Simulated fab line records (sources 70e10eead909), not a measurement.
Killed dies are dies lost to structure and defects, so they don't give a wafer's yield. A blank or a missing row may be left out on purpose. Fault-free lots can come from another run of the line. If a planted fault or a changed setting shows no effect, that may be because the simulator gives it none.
Matching of chambers || flow nand_harc || 3 sister chambers for NHARC_P_M2_DEP_33 on pecvd-04
The step deposits SiCN, target thk 30 nm. 14 wafers are shown with their chamber, then 7 later ones without.

## EACH WAFER AND ITS CHAMBER
{"wafer": "L075.1", "chamber": 0, "heater_power_w (W)": 701}
{"wafer": "L075.4", "chamber": 0, "heater_power_w (W)": 724}
{"wafer": "L075.5", "chamber": 2, "heater_power_w (W)": 648}
{"wafer": "L076.2", "chamber": 1, "heater_power_w (W)": 619}
{"wafer": "L076.4", "chamber": 1, "heater_power_w (W)": 623}
{"wafer": "L076.6", "chamber": 0, "heater_power_w (W)": 700}
{"wafer": "L080.3", "chamber": 0, "heater_power_w (W)": 663}
{"wafer": "L080.4", "chamber": 2, "heater_power_w (W)": 578}
{"wafer": "L080.5", "chamber": 1, "heater_power_w (W)": 523}
{"wafer": "L085.1", "chamber": 1, "heater_power_w (W)": 623}
{"wafer": "L085.2", "chamber": 2, "heater_power_w (W)": 586}
{"wafer": "L085.4", "chamber": 1, "heater_power_w (W)": 603}
{"wafer": "L091.2", "chamber": 0, "heater_power_w (W)": 685}
{"wafer": "L091.3", "chamber": 2, "heater_power_w (W)": 665}

SIGNATURES (means of the wafers above)
{"reading": "heater_power_w", "chamber 0": 694.60, "chamber 1": 598.20, "chamber 2": 619.25, "scatter within a chamber": 37}
Rule: for each reading, subtract the chamber's mean from the wafer's reading, divide by that reading's scatter and square the result; add these up over the readings and take the root, which gives the wafer's distance from the chamber. If the next closest chamber is less than 2 further off than the closest, the wafer can't be placed; otherwise it belongs to the closest. The scatter: the root of (the sum of the squares of (reading less its chamber's mean) over the shown wafers, divided by (wafers less chambers)).

## WAFERS WHOSE CHAMBER IS MISSING
{"wafer": "L091.4", "heater_power_w (W)": 578}
{"wafer": "L093.1", "heater_power_w (W)": 564}
{"wafer": "L093.3", "heater_power_w (W)": 703}
{"wafer": "L093.6", "heater_power_w (W)": 568}
{"wafer": "L095.1", "heater_power_w (W)": 699}
{"wafer": "L095.2", "heater_power_w (W)": 639}
{"wafer": "L095.4", "heater_power_w (W)": 675}

## WHICH CHAMBER EACH WENT THROUGH
{"wafer": "L091.4", "from the rows above": "can't be placed: 1 or 2", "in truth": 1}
{"wafer": "L093.1", "from the rows above": "can't be placed: 1 or 2", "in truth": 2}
{"wafer": "L093.3", "from the rows above": 0, "in truth": 0}
{"wafer": "L093.6", "from the rows above": "can't be placed: 1 or 2", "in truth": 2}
{"wafer": "L095.1", "from the rows above": 0, "in truth": 0}
{"wafer": "L095.2", "from the rows above": "can't be placed: 2 or 1 or 0", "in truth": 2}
{"wafer": "L095.4", "from the rows above": "can't be placed: 0 or 2 or 1", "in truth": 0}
Placed correctly: 2 of 7. From these rows, 5 cannot be placed; in 5 the true chamber is one of the candidates. Number placed wrongly: 0.
